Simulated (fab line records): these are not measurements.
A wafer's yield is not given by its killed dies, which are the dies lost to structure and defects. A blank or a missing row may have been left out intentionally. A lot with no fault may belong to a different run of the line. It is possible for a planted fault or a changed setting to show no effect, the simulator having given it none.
Matching of chambers | flow n5Finfet | rieDiel-01 running N5_BEOL_M13_DESCUM_15: 4 sister chambers
The step chemistry O2, time 7.9 s. 4 wafers are shown with their chamber, then 7 later ones without.

EACH WAFER AND ITS CHAMBER
wafer  | chamber | showerheadPlenumPTorr (Torr)
L084.4 | 3       | 2.10
L091.4 | 0       | 2.09
L092.2 | 1       | 2.14
L092.3 | 2       | 2.21

WAFERS WITH NO CHAMBER GIVEN
wafer  | showerheadPlenumPTorr (Torr)
L092.6 | 2.14
L094.3 | 2.20
L094.5 | 2.09
L094.6 | 2.21
L093.1 | 2.09
L093.3 | 2.09
L093.5 | 2.14

CHAMBER TAKEN BY EACH
wafer  | from the rows above | in truth
L092.6 | 1                   | 1
L094.3 | 2                   | 2
L094.5 | 0                   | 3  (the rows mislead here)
L094.6 | 2                   | 2
L093.1 | 0                   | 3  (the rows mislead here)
L093.3 | 0                   | 0
L093.5 | 1                   | 1
5 of 7 placed correctly. Can't be placed from these rows: 0. Placed wrongly: 2.
How it was worked out, from the rows above alone: a wafer's distance from a chamber is the root of the sum, over the readings, of the square of ((its reading less the chamber's mean) divided by the reading's scatter). The wafer belongs to the nearest chamber; if the next one is less than 2 further off, it can't be placed. The mean given for a chamber averages the wafers shown for that chamber. The scatter: with one shown wafer a chamber, the root of the mean of the squares of how far each hidden wafer lies from its nearest shown one.
